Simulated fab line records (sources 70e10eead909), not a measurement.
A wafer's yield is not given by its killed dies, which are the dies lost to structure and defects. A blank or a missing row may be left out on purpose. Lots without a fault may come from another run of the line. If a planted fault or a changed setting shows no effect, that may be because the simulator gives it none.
A lot that was struck, set against a sound lot ; flow nand harc ; 25 steps out of a route of 1302
Sound: wafers L558.1, L558.4, L558.5. Wafers L556.2, L556.4, L556.6 were the ones struck. The cause is given at the end.
For every step that has rows: the tool of each side, followed by ch and its chambers, followed by its first start. Under that, the readings that differ: sound wafers ; struck wafers ; difference of the means ; sigmas: that difference in standard deviations of wafers without a fault.
alike: a reading whose means differ by less than 2 such deviations, as well as words and numbers matching on both sides. not compared: withheld readings; readings where some wafer has no value; bounds like >300 that might hide an equal value; numbers whose values overlap and for which the record gives no deviation.
A row with sigmas, a row that says differs or no value, or rows on one side alone: a step with any of these is where the two part. When numbers do not overlap yet have no deviation, they are printed without sigmas and do not part them. Lack of a reading on every wafer of one side parts them only where that side has two or more wafers.

first, 8 steps without rows for these wafers: NHARC_A_CHANNEL_HOLE_D1_DEVELOP_09 (develop time 35 s); NHARC_A_CHANNEL_HOLE_D1_DESCUM_15 (chemistry O2, time 3 s); NHARC_A_CHANNEL_HOLE_D1_ETCH_38 (etches the open film in CF4, target depth 39 nm, time 65 s); NHARC_A_CHANNEL_HOLE_D1_ETCH_39 (etches the open film in N2/H2, target depth 260 nm, time 325 s); NHARC_A_CHANNEL_HOLE_D1_ETCH_34 (etches the open film in CF4/CHF3, target depth 154 nm, time 77 s); NHARC_A_CHANNEL_HOLE_D1_ETCH_16 (etches the open film in O2/COS, target depth 3100 nm, time 806 s); NHARC_A_CHANNEL_HOLE_D1_ETCH_19 (etches the open film in C4F8/O2/Ar, time 34.5 s); NHARC_A_CHANNEL_HOLE_D1_ETCH_20 (etches the open film in C4F8/O2/Ar, time 361.9 s, target depth 1600 nm).
NHARC_A_CHANNEL_HOLE_D1_ETCH_21: etches the open film in C4F8/O2/Ar, time 514.3 s, target depth 1600 nm.
  sound on har etch-01 ch 0,1, day 17 18:09; struck on har etch-02 ch 1, day 16 09:29
  no value came back on the struck wafers for any of 6 readings (c4f8 flow sccm (sccm), chamber pressure mTorr (mTorr) and others); on the sound wafers c4f8 flow sccm (sccm) reads 89.44 89.29 89.51
  not compared: rf hours counter h
then, 9 steps without rows for these wafers: NHARC_A_CHANNEL_HOLE_D1_ETCH_22 (etches the open film in C4F8/O2/Ar, time 666.7 s, target depth 1600 nm); NHARC_A_CHANNEL_HOLE_D1_ETCH_23 (etches the open film in C4F8/O2/Ar, time 819 s, target depth 1600 nm); NHARC_A_CHANNEL_HOLE_D1_ETCH_24 (etches the open film in C4F8/O2/Ar, time 906.2 s, target depth 1500 nm); NHARC_A_CHANNEL_HOLE_D1_ETCH_25 (etches the open film in C4F8/O2/Ar, time 1040.2 s, target depth 1500 nm); NHARC_A_CHANNEL_HOLE_D1_ETCH_26 (etches the open film in C4F8/O2/Ar, time 224.1 s, target depth 300 nm); NHARC_A_CHANNEL_HOLE_D1_ETCH_33 (etches the open film in C4F8/O2/Ar, time 90 s, target depth 400 nm); NHARC_A_CHANNEL_HOLE_D1_STRIP_41 (strips in N2/H2); NHARC_A_CHANNEL_HOLE_D1_STRIP_42 (strips in CF4/CHF3); NHARC_A_CHANNEL_HOLE_D1_STRIP_43 (strips in O2/COS).
NHARC_A_CHANNEL_HOLE_D1_ETCH_44: etches the open film in CF4/O2, target depth 140 nm, overetch 14 nm, time 77 s.
  sound on rie diel-03 ch 1,2,3, day 17 22:21; struck on rie diel-03 ch 0,1,2, day 16 13:44
reading;sound;struck;difference;sigmas
cf4 flow sccm (sccm);80.30 80.41 80.01;79.58 79.89 79.57;-0.56;-2
model.A_CHANNEL_HOLE_D1.cd nm (nm);88.69 87.81 88.05;99.08 103.6 102.8;+13.64;
  alike: bias w, drypump motor current A, mfc ar sccm, oes_f_703_au, oes_o_777_au, oes product au, rf vpp V, showerhead plenum p Torr, throttle valve pct
  not compared: rf hours counter h
then, 3 steps without rows for these wafers: NHARC_A_CHANNEL_HOLE_D1_STRIP_27 (strips in O2); NHARC_A_CHANNEL_HOLE_D1_PRECLEAN_28 (cleans in SC1); NHARC_A_CHANNEL_HOLE_D1_SRD_29.
NHARC_A_CHANNEL_HOLE_D1_CD_MEAS_30:
  sound on cd sem-03, day 17 23:08; struck on cd sem-01, day 16 14:31
reading;sound;struck;difference;sigmas
cd nm (nm);89.5 87.7 89.5;1.8 0.9 0.0;-88.0;-55
NHARC_A_CHANNEL_HOLE_D1_XSEM_31:
  sound on xsem-01 ch 0, day 17 23:14; struck on xsem-02 ch 0, day 16 14:37
reading;sound;struck;difference;sigmas
bot cd nm (nm);73.7 72.1 73.7;1.5 0.7 0.0;-72.4;-45
bow nm (nm);8.85 8.86 8.87;0.19 0.19 0.19;-8.67;-30
  alike: tilt deg
-- record jumps: 16 days between struck wafers' starts before vs after; left off in module A_CHANNEL_HOLE_D1, resumes in module END, first step shown is number 1302 of the route --
NHARC_END_SORT_01:
  here the record holds rows for the struck wafers (prober-01 ch 0, day 32 06:06) but none for the sound ones

## WHERE THEY PART
At NHARC_A_CHANNEL_HOLE_D1_ETCH_21 first; at NHARC_END_SORT_01 last (within this record only).

WHY: what had been put in by the simulator
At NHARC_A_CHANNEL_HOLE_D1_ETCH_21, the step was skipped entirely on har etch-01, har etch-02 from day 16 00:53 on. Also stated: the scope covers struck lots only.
